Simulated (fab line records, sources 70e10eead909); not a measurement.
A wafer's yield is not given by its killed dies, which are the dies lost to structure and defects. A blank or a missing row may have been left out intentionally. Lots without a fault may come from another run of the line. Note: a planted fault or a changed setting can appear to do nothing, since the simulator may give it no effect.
fab line records -- flow nandHarc
record: lots: 6, wafers: 18, lastDay: 32
route steps=1302 shown A_WL_FILL@982 A_CONTACT@983 END@1302
lots with no fault: from the same line, run without faults
startH: hours from the record's opening day to when the first of the lot's shown wafers began -- waitH: how many hours have passed since the lot's step before this one -- " same as the row above -- L1.1+2: a row that stands for several wafers -- - either no value or no given start -- * or withheld: withheld -- < > ~ a bound
route shown NAME@n: a module of which the file shows steps, and the number in the route of the first -- usual: average and standard deviation across the fault-free wafers -- same: alike in all rows -- chamber/n: place in a boat -- sites: readings site by site -- _std_site: their standard deviation -- _edge_site: the outer-site mean with the inner-site mean subtracted -- radiusMm: how far each site lies from the wafer's centre -- mask NAME#n: copy n -- behind: the most recent tool/chamber to have shaped the wafer -- hold: cause of the lot's hold/its duration in hours/its outcome -- device: the n, p or np transistor that did not switch -- end of line: the same wafers' tests at the end of the route -- a step without rows: its recipe alone -- killed: at the first sort, the dies lost to defects and structure; wafer yield is something else -- map: shows each die of a wafer: x if killed, . if not, _ if none is there
set.NAME: the setting the step ran with; set.NAME@STEP: the setting that earlier step ran with -- model.NAME: the simulator's own value behind a step, which no gauge read
lots at some steps of the route; a table a step, a row a wafer
services: from which hour (startH, from the record's first day; less than 0 if before it) a tool's chamber was out of use, for how many hours, and why
== steps ==
step: NHARC_A_WL_FILL_INSPECT_15
usual: rawDefectCount: 482/130
lot.wafer,tool,chamber,startH,waitH,rawDefectCount
L967.2,defectInspect-01,-,478.78,0.0,402
L967.4,defectInspect-01,-,478.78,0.0,424
L967.5,defectInspect-01,-,478.78,0.0,383
L972.1,defectInspect-02,-,523.07,0.0,542
L972.4,defectInspect-02,-,523.07,0.0,468
L972.6,defectInspect-02,-,523.07,0.0,436
L974.3,defectInspect-02,-,556.88,0.0,396
L974.4,defectInspect-02,-,556.88,0.0,351
L974.6,defectInspect-02,-,556.88,0.0,420
L977.2,defectInspect-02,-,589.71,0.0,466
L977.3,defectInspect-02,-,589.71,0.0,400
L977.6,defectInspect-02,-,589.71,0.0,466
L984.2,defectInspect-01,-,658.64,0.0,375
L984.5,defectInspect-01,-,658.64,0.0,355
L984.6,defectInspect-01,-,658.64,0.0,477
L987.1,defectInspect-02,-,679.54,0.0,400
L987.3,defectInspect-02,-,679.54,0.0,433
L987.4,defectInspect-02,-,679.54,0.0,410
step: NHARC_A_CONTACT_DEP_24
recipe: targetThkA: 5000, tempC: 400, pressureTorr: 6.5, rfW: 900, teosFlowSccm: 161.4, flowSccm: 2650, targetThkNm: 500, gas: O2, material: SiO2
usual: chamberPressureTorr: 6.499/0.014, flowSccm: 2649/8.6, heaterPowerW: 563/120, throttleValvePct: 15.9/0.48
lot.wafer,tool,chamber,startH,waitH,chamberPressureTorr,flowSccm,heaterPowerW,throttleValvePct
L967.2,pecvd-04,2,479.02,0.2,6.505,2642,453,15.5
L967.4,pecvd-04,0,479.02,0.2,6.491,2637,635,15.8
L967.5,pecvd-04,1,479.02,0.2,6.483,2639,430,15.4
L972.1,pecvd-04,1,523.20,0.1,6.488,2635,414,15.4
L972.4,pecvd-04,0,523.20,0.1,6.494,2659,633,15.9
L972.6,pecvd-04,1,523.20,0.1,6.493,2644,450,15.4
L974.3,pecvd-01,1,556.95,0.1,6.479,2660,718,15.7
L974.4,pecvd-01,2,556.95,0.1,6.495,2645,689,16.4
L974.6,pecvd-01,0,556.95,0.1,6.517,2666,468,15.3
L977.3,pecvd-04,2,589.77,0.1,6.490,2655,508,15.5
L977.2,pecvd-04,0,589.77,0.1,6.520,2635,539,16.0
L977.6,pecvd-04,1,589.77,0.1,6.515,2655,401,15.7
L984.2,pecvd-01,1,658.77,0.1,6.492,2633,628,15.7
L984.6,pecvd-01,1,658.77,0.1,6.486,2643,667,15.8
L984.5,pecvd-01,2,658.77,0.1,6.502,2652,593,16.5
L987.3,pecvd-04,0,679.92,0.4,6.493,2642,622,15.6
L987.1,pecvd-04,1,679.92,0.4,6.498,2643,389,16.0
L987.4,pecvd-04,0,679.92,0.4,6.504,2638,642,15.7
step: NHARC_A_CONTACT_DEP_28
recipe: targetThkA: 70000, tempC: 400, material: aC
usual: throttleValvePct: 35.000/0.0096
lot.wafer,tool,chamber,startH,waitH,throttleValvePct
L967.2,aclDep-02,0,481.53,2.1,34.997
L967.4,aclDep-02,0,482.96,3.5,35.013
L967.5,aclDep-02,0,482.96,3.5,35.008
L972.1,aclDep-02,0,524.54,0.9,34.984
L972.4,aclDep-02,0,526.65,3.0,34.998
L972.6,aclDep-02,0,528.05,4.4,35.002
L974.3,aclDep-03,0,562.75,5.3,34.987
L974.4,aclDep-03,0,562.75,5.3,34.983
L974.6,aclDep-03,0,564.89,7.4,34.994
L977.2,aclDep-02,0,591.08,0.8,35.005
L977.3,aclDep-02,0,591.08,0.8,35.003
L977.6,aclDep-02,0,593.91,3.6,35.009
L984.2,aclDep-01,0,661.06,1.8,34.973
L984.5,aclDep-01,0,663.17,3.9,34.997
L984.6,aclDep-01,0,663.17,3.9,34.994
L987.1,aclDep-03,0,681.53,1.1,35.005
L987.3,aclDep-03,0,682.95,2.5,34.985
L987.4,aclDep-03,0,682.95,2.5,35.008
step: NHARC_A_CONTACT_DEP_29
recipe: targetThkA: 1000, targetThkNm: 100, tempC: 400, pressureTorr: 3.5, flowSccm: 200, rfW: 350, material: SiON
usual: chamberPressureTorr: 3.499/0.0073, heaterPowerW: 769/120
lot.wafer,tool,chamber,startH,waitH,chamberPressureTorr,heaterPowerW
L967.2,pecvd-01,1,485.12,2.9,3.492,922
L967.4,pecvd-01,2,485.12,2.9,3.490,890
L967.5,pecvd-01,0,485.12,2.9,3.513,750
L972.1,pecvd-02,0,528.84,3.6,3.494,864
L972.6,pecvd-02,2,528.84,3.6,3.495,878
L972.4,pecvd-02,0,528.84,3.6,3.502,843
L974.3,pecvd-02,2,565.62,2.2,3.494,925
L974.4,pecvd-02,2,565.62,2.2,3.495,912
L974.6,pecvd-02,0,565.62,2.2,3.494,892
L977.3,pecvd-04,0,594.67,2.2,3.505,797
L977.2,pecvd-04,1,594.67,2.2,3.505,683
L977.6,pecvd-04,1,594.67,2.2,3.518,557
L984.2,pecvd-04,1,664.61,2.8,3.498,644
L984.6,pecvd-04,1,664.61,2.8,3.502,640
L984.5,pecvd-04,0,664.61,2.8,3.497,823
L987.3,pecvd-04,0,685.80,2.1,3.494,814
L987.1,pecvd-04,2,685.80,2.1,3.490,664
L987.4,pecvd-04,1,685.80,2.1,3.509,625
step: NHARC_A_CONTACT_DEHYDRATE_32
recipe: tempC: 150, timeS: 120
step: NHARC_A_CONTACT_HMDS_33
recipe: timeS: 30
step: NHARC_A_CONTACT_COAT_34
recipe: tempC: 260, timeS: 75
step: NHARC_A_CONTACT_COAT_35
recipe: tempC: 225, timeS: 65
step: NHARC_A_CONTACT_COAT_36
recipe: spinRpm: 1500, resistThkNm: 90
step: NHARC_A_CONTACT_SOFTBAKE_37
recipe: tempC: 105, timeS: 55
usual: heaterPowerTotalW: 188.46/0.14
lot.wafer,tool,chamber,startH,waitH,heaterPowerTotalW
L967.2,lithoTrack-01,0,485,-,188.50
L967.4,lithoTrack-01,0,485,-,188.36
L967.5,lithoTrack-01,0,485,-,188.33
L972.1,lithoTrack-01,0,529,-,188.40
L972.4,lithoTrack-01,0,529,-,188.45
L972.6,lithoTrack-01,0,529,-,188.35
L974.3,lithoTrack-01,0,565,-,182.79
L974.4,lithoTrack-01,0,565,-,182.72
L974.6,lithoTrack-01,0,565,-,182.83
L977.2,lithoTrack-01,0,594,-,182.77
L977.3,lithoTrack-01,0,594,-,182.85
L977.6,lithoTrack-01,0,594,-,183.14
L984.2,lithoTrack-06,0,664,-,188.42
L984.5,lithoTrack-06,0,664,-,188.51
L984.6,lithoTrack-06,0,664,-,188.40
L987.1,lithoTrack-06,0,686,-,188.39
L987.3,lithoTrack-06,0,686,-,188.71
L987.4,lithoTrack-06,0,686,-,188.47
step: NHARC_A_CONTACT_EBR_38
step: NHARC_END_SORT_01
recipe: tempC: 25
usual: killedAtArray: 52/16, killedAtOther: 0.8/1.1, killedAtPeriphery: 4.2/2.5, killedDies: 57/16, killedOpen: 3.4/2, killedShort: 2.6/1.6
same: grossDies: 677
lot.wafer,tool,chamber,startH,waitH,killedAtArray,killedAtOther,killedAtPeriphery,killedDies,killedOpen,killedShort
L967.2,prober-02,0,561.27,2.8,70,0,6,76,5,1
L967.4,prober-02,0,562.87,3.4,62,3,4,69,3,3
L967.5,prober-02,0,563.66,3.7,51,2,7,60,6,3
L972.1,prober-01,0,602.60,2.5,59,1,0,60,1,1
L972.4,prober-01,0,605.02,3.4,75,2,2,79,3,2
L972.6,prober-01,0,606.63,4.0,90,0,0,90,3,0
L974.3,prober-01,0,635.82,3.1,61,3,1,65,4,4
L974.4,prober-01,0,636.61,3.4,78,4,2,84,0,0
L974.6,prober-01,0,638.20,4.0,95,0,9,104,1,1
L977.2,prober-02,0,669.40,2.8,46,0,13,59,0,2
L977.3,prober-02,0,670.19,3.1,52,0,10,62,3,4
L977.6,prober-02,0,672.55,3.9,39,0,10,49,1,2
L984.2,prober-02,0,743.66,2.8,36,0,9,45,2,1
L984.5,prober-02,0,746.09,3.7,29,1,7,37,1,0
L984.6,prober-02,0,746.90,4.0,57,0,2,59,4,5
L987.1,prober-01,0,769.28,2.5,55,1,1,57,3,1
L987.3,prober-01,0,770.88,3.1,68,1,4,73,4,2
L987.4,prober-01,0,771.68,3.4,70,4,6,80,4,3
killed by level:class
L967.2 A_CHANNEL_HOLE_D2:chamberFilmFlake=39 A_SLIT:chamberFilmFlake=20 P_M2:chamberFilmFlake=3 P_CONTACT:geometricParticle:open=2 A_WL_FILL:chamberFilmFlake=2 A_CONTACT:chamberFilmFlake=2 A_CHANNEL_HOLE_D1:geometricParticle:short=1 A_CHANNEL_FILL_D1:geometricParticle:open=1
L967.4 A_CHANNEL_HOLE_D2:chamberFilmFlake=32 A_SLIT:chamberFilmFlake=15 A_DECK1_JOINT:chamberFilmFlake=4 P_M2:chamberFilmFlake=3 A_WL_FILL:chamberFilmFlake=3 A_CONTACT:chamberFilmFlake=2 A_ONON_D1:geometricParticle:short=1 A_CHANNEL_HOLE_D1:geometricParticle:open=1
L967.5 A_CHANNEL_HOLE_D2:chamberFilmFlake=19 A_SLIT:chamberFilmFlake=18 P_M2:chamberFilmFlake=5 A_CONTACT:chamberFilmFlake=2 THIN_TSV:chamberFilmFlake=2 P_CONTACT:geometricParticle:open=1 P_M2:geometricParticle:open=1 A_ONON_D1:geometricParticle:open=1
L972.1 A_SLIT:chamberFilmFlake=19 A_CHANNEL_HOLE_D2:chamberFilmFlake=14 A_CHANNEL_HOLE_D1:chamberFilmFlake=12 A_CONTACT:chamberFilmFlake=5 A_STAIRCASE:chamberFilmFlake=2 A_WL_FILL:chamberFilmFlake=2 A_SOURCE_PLATE:geometricParticle:short=1 A_M0:geometricParticle:open=1
L972.4 A_CHANNEL_HOLE_D2:chamberFilmFlake=23 A_CHANNEL_HOLE_D1:chamberFilmFlake=18 A_SLIT:chamberFilmFlake=16 A_WL_FILL:chamberFilmFlake=4 A_ZERO_WELL:chamberFilmFlake=3 A_CHANNEL_FILL_D1:chamberFilmFlake=3 A_CONTACT:chamberFilmFlake=3 THIN_TSV:chamberFilmFlake=2
L972.6 A_CHANNEL_HOLE_D1:chamberFilmFlake=32 A_SLIT:chamberFilmFlake=25 A_CHANNEL_HOLE_D2:chamberFilmFlake=19 A_CONTACT:chamberFilmFlake=7 A_CHANNEL_FILL_D2:geometricParticle:open=2 A_M0:chamberFilmFlake=2 A_ONON_D2:geometricParticle:open=1 A_ZERO_WELL:chamberFilmFlake=1
L974.3 A_CHANNEL_HOLE_D1:chamberFilmFlake=19 A_SLIT:chamberFilmFlake=13 A_CHANNEL_HOLE_D2:chamberFilmFlake=9 A_BONDPAD:chamberFilmFlake=5 A_STAIRCASE:chamberFilmFlake=5 THIN_TSV:chamberFilmFlake=3 A_CONTACT:chamberFilmFlake=2 P_CONTACT:geometricParticle:short=1
L974.4 A_CHANNEL_HOLE_D1:chamberFilmFlake=38 A_SLIT:chamberFilmFlake=24 A_CHANNEL_HOLE_D2:chamberFilmFlake=6 A_BONDPAD:chamberFilmFlake=6 THIN_TSV:chamberFilmFlake=4 A_CONTACT:chamberFilmFlake=3 P_ZERO_WELL:chamberFilmFlake=1 P_M2:chamberFilmFlake=1
L974.6 A_CHANNEL_HOLE_D1:chamberFilmFlake=39 A_SLIT:chamberFilmFlake=27 A_CHANNEL_HOLE_D2:chamberFilmFlake=13 A_BONDPAD:chamberFilmFlake=8 P_M2:chamberFilmFlake=4 P_ZERO_WELL:chamberFilmFlake=3 A_WL_FILL:chamberFilmFlake=3 A_STAIRCASE:chamberFilmFlake=2
L977.2 A_CHANNEL_HOLE_D1:chamberFilmFlake=29 P_BONDPAD:chamberFilmFlake=6 P_CONTACT:chamberFilmFlake=4 A_STAIRCASE:chamberFilmFlake=4 A_CONTACT:chamberFilmFlake=4 P_STI:chamberFilmFlake=2 A_CHANNEL_FILL_D2:chamberFilmFlake=2 A_CHANNEL_HOLE_D2:chamberFilmFlake=2
L977.3 A_CHANNEL_HOLE_D1:chamberFilmFlake=23 A_CHANNEL_HOLE_D2:chamberFilmFlake=7 A_CONTACT:chamberFilmFlake=7 P_CONTACT:chamberFilmFlake=4 A_CHANNEL_FILL_D2:chamberFilmFlake=4 P_CONTACT:geometricParticle:open=2 P_BONDPAD:chamberFilmFlake=2 A_STAIRCASE:chamberFilmFlake=2
L977.6 A_CHANNEL_HOLE_D1:chamberFilmFlake=18 A_CHANNEL_HOLE_D2:chamberFilmFlake=8 P_BONDPAD:chamberFilmFlake=7 A_CONTACT:chamberFilmFlake=4 A_CHANNEL_FILL_D2:chamberFilmFlake=2 A_BLC:chamberFilmFlake=2 P_CONTACT:geometricParticle:short=1 A_WL_FILL:geometricParticle:open=1
L984.2 A_CHANNEL_HOLE_D1:chamberFilmFlake=20 P_M2:chamberFilmFlake=6 A_STAIRCASE:chamberFilmFlake=6 A_SLIT:chamberFilmFlake=3 A_ZERO_WELL:chamberFilmFlake=2 A_CHANNEL_FILL_D2:chamberFilmFlake=2 A_CONTACT:chamberFilmFlake=2 P_STI:geometricParticle:short=1
L984.5 A_CHANNEL_HOLE_D1:chamberFilmFlake=20 P_M2:chamberFilmFlake=5 A_STAIRCASE:chamberFilmFlake=5 A_SLIT:chamberFilmFlake=2 A_ONON_D2:geometricParticle:open=1 P_ZERO_WELL:chamberFilmFlake=1 P_STI:chamberFilmFlake=1 A_WL_FILL:chamberFilmFlake=1
L984.6 A_CHANNEL_HOLE_D1:chamberFilmFlake=30 A_STAIRCASE:chamberFilmFlake=11 A_CONTACT:chamberFilmFlake=4 P_M2:chamberFilmFlake=2 A_CHANNEL_FILL_D1:geometricParticle:short=1 A_DECK1_JOINT:geometricParticle:short=1 A_DECK1_JOINT:geometricParticle:open=1 A_ONON_D2:geometricParticle:short=1
L987.1 A_SLIT:chamberFilmFlake=21 A_CHANNEL_HOLE_D2:chamberFilmFlake=16 A_CHANNEL_HOLE_D1:chamberFilmFlake=5 A_CONTACT:chamberFilmFlake=5 A_CHANNEL_FILL_D1:chamberFilmFlake=2 A_CHANNEL_HOLE_D2:geometricParticle:open=1 P_ZERO_WELL:chamberFilmFlake=1 A_SGD_CUT:geometricParticle:short=1
L987.3 A_SLIT:chamberFilmFlake=24 A_CHANNEL_HOLE_D2:chamberFilmFlake=20 A_CHANNEL_HOLE_D1:chamberFilmFlake=11 A_CONTACT:chamberFilmFlake=5 A_STAIRCASE:chamberFilmFlake=3 A_M0:geometricParticle:open=2 P_GATE:chamberFilmFlake=2 P_CONTACT:geometricParticle:open=1
L987.4 A_SLIT:chamberFilmFlake=30 A_CHANNEL_HOLE_D2:chamberFilmFlake=18 A_CHANNEL_HOLE_D1:chamberFilmFlake=9 A_STAIRCASE:chamberFilmFlake=3 A_CONTACT:chamberFilmFlake=3 THIN_TSV:chamberFilmFlake=3 P_CONTACT:geometricParticle:open=2 P_STI:chamberFilmFlake=2
== services ==
tool,chamber,startH,hours,kind
pecvd-04,0,463.18,-,clean
pecvd-04,1,463.18,-,clean
pecvd-04,2,463.18,-,clean
aclDep-03,-,480.83,13.0,pm
pecvd-01,-,492.61,13.0,pm
lithoTrack-01,-,505.00,7.0,pm
pecvd-01,-,520.98,1.6,repair
lithoTrack-06,-,529.00,7.0,pm
aclDep-01,-,550.97,13.0,pm
pecvd-04,-,562.43,0.3,repair
pecvd-02,1,572.01,5.2,repair
pecvd-01,-,572.27,0.9,repair
pecvd-02,-,589.35,13.0,pm
aclDep-02,-,609.43,13.0,pm
pecvd-04,-,631.23,13.0,pm
pecvd-04,0,631.23,13.0,ventCycle
pecvd-04,1,631.23,13.0,ventCycle
pecvd-04,2,631.23,13.0,ventCycle
pecvd-04,0,644.23,-,clean
pecvd-04,1,644.23,-,clean
aclDep-03,-,662.78,13.0,pm
pecvd-01,-,673.61,13.0,pm
lithoTrack-01,-,680.00,7.0,pm
pecvd-04,2,681.25,3.3,repair
== key ==
firstSign: step: NHARC_A_CONTACT_SOFTBAKE_37, reading: heaterPowerTotalW, direction: down, sigmas: 41, usual: *, struck: *
effect none on later readings
metAt NHARC_A_CONTACT_SOFTBAKE_37
struckWafers L974.3,L974.4,L974.6,L977.2,L977.3,L977.6
testerLeftOut L974,L977
fault: kind: processParameterDrift, tool: lithoTrack-01, chamber: -, onsetH: 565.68, steps: NHARC_A_CONTACT_SOFTBAKE_37, channel: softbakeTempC, offset: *, shape: step, endH: 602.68, actsIn: *, stated: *
testerLeftOut: of these lots the tester's yield and bins aren't shown, on N5 and GAA mostly nor the transistor test; their killed dies are dies lost to structure and defects alone, not to doping, threshold or leakage, so they don't give the yield
